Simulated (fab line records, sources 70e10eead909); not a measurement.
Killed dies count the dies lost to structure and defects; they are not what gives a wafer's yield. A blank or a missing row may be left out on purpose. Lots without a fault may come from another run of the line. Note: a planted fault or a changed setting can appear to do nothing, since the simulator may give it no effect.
Which tool did it? | flow nand harc | 36 wafers from 12 lots sampled at 2 of the route's 1302 steps

## WHAT THE GAUGES SHOWED, per wafer
NHARC_A_SLIT_OVL_MEAS_10.
lot  | measured     | on         | overlay x nm (nm)
L074 | day 19 15:03 | overlay-02 | -0.6 -1.5 -1.1
L078 | day 21 14:32 | overlay-01 | -0.9 -0.3 -1.5
L079 | day 21 23:10 | overlay-02 | -0.8 -0.4 -0.8
L080 | day 23 06:46 | overlay-01 | 0.1 0.4 0.5
L083 | day 23 12:07 | overlay-02 | 1.3 1.2 1.3
L087 | day 24 10:53 | overlay-02 | -0.5 -0.5 -0.5
L085 | day 24 18:45 | overlay-01 | -1.3 -1.4 -1.2
L088 | day 26 11:13 | overlay-02 | 1.2 0.7 0.5
L091 | day 26 08:04 | overlay-02 | 0.2 0.0 0.6
L094 | day 27 14:42 | overlay-01 | -0.2 -0.6 -1.0
L095 | day 28 23:07 | overlay-02 | 0.8 1.0 0.8
L097 | day 29 08:46 | overlay-02 | 0.0 0.9 -0.4

## EACH LOT AND THE TOOL THAT RAN IT (in order: tool; ch and the chambers of the sampled wafers; start)
lot  | NHARC_A_SGD_CUT_STRIP_17
L074 | rie diel-08 ch 0,2, day 19 15:03 or earlier
L078 | rie diel-08 ch 1,2,3, day 21 14:32 or earlier
L079 | rie diel-10 ch 2,3, day 21 23:10 or earlier
L080 | rie diel-08 ch 1,2, day 23 06:46 or earlier
L083 | rie diel-08 ch 1,3, day 23 12:07 or earlier
L087 | rie diel-10 ch 0,1,2, day 24 10:53 or earlier
L085 | rie diel-10 ch 1,2,3, day 24 18:45 or earlier
L088 | rie diel-06 ch 0,2, day 26 11:13 or earlier
L091 | rie diel-06 ch 0,1,2, day 26 08:04 or earlier
L094 | rie diel-08 ch 0,1,2, day 27 14:42 or earlier
L095 | rie diel-08 ch 2,3, day 28 23:07 or earlier
L097 | rie diel-10 ch 0,3, day 29 08:46 or earlier
- NHARC_A_SGD_CUT_STRIP_17: strips in O2.

## THE ANSWER, worked out from the rows above alone
Rule: the lots themselves supply what counts as usual. The widest of any qualifying gaps counts: lots, ordered by their means at a reading, are off when they make up no more than a third of the lots, leave a main group of 4 or more, and stand apart from it by 3 or more times the standard deviation of that group's means. Not used: any main group whose means are identical at the precision the tables above print for the reading. Also off: a lot with no number at a reading for which 4 or more lots have one. The other lots that the step has rows for count as sound.
Across all readings shown, no lot is off: no conclusion can be drawn from this.

## WHAT HAD BEEN PUT IN BY THE SIMULATOR
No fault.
